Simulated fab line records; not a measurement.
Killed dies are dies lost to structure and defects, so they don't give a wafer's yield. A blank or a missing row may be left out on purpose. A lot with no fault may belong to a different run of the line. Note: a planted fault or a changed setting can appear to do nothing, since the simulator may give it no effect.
A lot that was struck, set against a sound lot    flow n5-finfet    16 out of 1938 route steps
Sound: these wafers, L205.1, L205.2, L205.5. The struck wafers were L214.1, L214.4, L214.5. At the end, the cause is stated.
For every step that has rows: the tool of each side, followed by ch and its chambers, followed by its first start. Under that, the readings that differ: sound wafers    struck wafers    difference of the means    sigmas: that difference in standard deviations of wafers without a fault.
alike: words and numbers the same on both sides, and readings whose means are apart by under 2 such deviations; not compared: readings that were withheld, readings missing a value for some wafer, numbers with overlapping values and no deviation given by the record, and bounds like >300 which may hide the same value.
Wherever a step has rows on one side only, a row that says differs or no value, or a row with sigmas, the two part there. Non-overlapping numbers with no deviation appear without sigmas and do not part them. A reading that every wafer of one side lacks parts them only if that side has two wafers or more.

first, 2 steps without rows for these wafers: N5_MOL_CONTACT_COAG_DESCUM_13 (chemistry O2, time 7 s); N5_MOL_CONTACT_COAG_ETCH_59 (etches underlayer in N2/H2, target depth 13 nm, time 10.4 s).
N5_MOL_CONTACT_COAG_ETCH_105: etches SiARC in CF4, target depth 15.6 nm, time 26 s.
  sound on rie-diel-03 ch 0,1, day 4 21:47; struck on rie-diel-02 ch 1,2, day 7 08:19
  alike: drypump-motor-current-A, etch-rf-on-time-s, oes-product-au, rf-vpp-V, showerhead-plenum-p-Torr, throttle-valve-pct
  not compared: rf-hours-counter-h
N5_MOL_CONTACT_COAG_ETCH_106: etches SOC in N2/H2, target depth 80 nm, overetch 16 nm, time 120 s.
  sound on rie-diel-03 ch 0,1, day 4 21:49; struck on rie-diel-02 ch 1,2, day 7 08:21
  alike: drypump-motor-current-A, oes-product-au, rf-vpp-V, showerhead-plenum-p-Torr, throttle-valve-pct
  not compared: rf-hours-counter-h
then, 2 steps without rows for these wafers: N5_MOL_CONTACT_COAG_STRIP_107 (strips in N2/H2); N5_MOL_CONTACT_COAG_STRIP_108 (strips in N2/H2).
N5_MOL_CONTACT_COAG_CONTACT_ETCH_14: etches SiO2 in C4F6/O2, target depth 27.5 nm, overetch 8.5 nm, time 20 s.
  sound on rie-diel-03 ch 0,1, day 4 21:55; struck on rie-diel-02 ch 1,2, day 7 08:27
  alike: drypump-motor-current-A, oes-product-au, rf-vpp-V, showerhead-plenum-p-Torr, throttle-valve-pct
  not compared: rf-hours-counter-h
then, 1 step without rows for these wafers: N5_MOL_CONTACT_COAG_STRIP_109 (strips in C4F6/O2).
N5_MOL_CONTACT_COAG_ETCH_15: etches SiNx in CH3F/O2, stops on Si:P, target depth 7 nm.
  sound on rie-diel-03 ch 0,1, day 4 21:56; struck on rie-diel-02 ch 1,2, day 7 08:29
  alike: drypump-motor-current-A, oes-product-au, rf-vpp-V, showerhead-plenum-p-Torr, throttle-valve-pct
  not compared: rf-hours-counter-h
then, 1 step without rows for these wafers: N5_MOL_CONTACT_COAG_ETCH_110 (etches Si in CF4/O2, target depth 2.5 nm, time 8 s).
N5_MOL_CONTACT_COAG_STRIP_98: strips in N2/H2.
  sound on rie-diel-03 ch 0,1, day 4 22:03; struck on rie-diel-02 ch 1,2, day 7 08:36
  alike: drypump-motor-current-A, oes-product-au, rf-vpp-V, showerhead-plenum-p-Torr, throttle-valve-pct
  not compared: rf-hours-counter-h
N5_MOL_CONTACT_COAG_CD_MEAS_99: the cd target is 17.2 nm.
  struck on cd-sem-03, day 7 08:40; sound on cd-sem-02, day 4 22:08
  alike: cd-nm
N5_MOL_CONTACT_COAG_IMPLANT_129:
  sound on implanter-01 ch 0, day 4 22:10; struck on implanter-01 ch 0, day 7 08:43
reading        sound                          struck                        difference  sigmas
beam-on-s (s)  45.0 45.8 44.5                 73.9 71.1 75.5                +28.4       +20
dose-ions-cm2  6.003e+14 5.998e+14 5.984e+14  9.624e+14 9.64e+14 9.633e+14  +3.637e+14  +99 or more
then, 1 step without rows for these wafers: N5_MOL_CONTACT_COAG_PRECLEAN_111 (cleans in NF3:NH3, afs cycles 1, time 20 s, sublimation time 60 s).
-- the record jumps here: 6 days lie between the struck wafers' starts before and after (it left off in module MOL_CONTACT_COAG and takes up again in module BEOL_M4, whose first step shown is number 1111 of the route) --
N5_BEOL_M4_RC_MEAS_101:
  sound on prober-01 ch 0, day 10 13:35; struck on prober-01 ch 0, day 13 01:04
  alike: DIBL_N, DIBL_P, IOFF_N, IOFF_P, ION_N, ION_P, SS_N, SS_P, VT_N, VT_P
-- the record jumps here: 4 days lie between the struck wafers' starts before and after (it left off in module BEOL_M4 and takes up again in module PASSIVATION, whose first step shown is number 1936 of the route) --
N5_PASSIVATION_PROBE_49:
  record: rows for the struck wafers here (prober-02, day 17 07:17), none for the sound ones

## WHERE THEY PART
Last at N5_PASSIVATION_PROBE_49 as far as this record goes, first at N5_MOL_CONTACT_COAG_IMPLANT_129.

WHY: the cause the simulator had injected
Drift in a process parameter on implanter-01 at N5_MOL_CONTACT_COAG_IMPLANT_129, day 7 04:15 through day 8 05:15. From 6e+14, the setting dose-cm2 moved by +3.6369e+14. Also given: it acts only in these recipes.
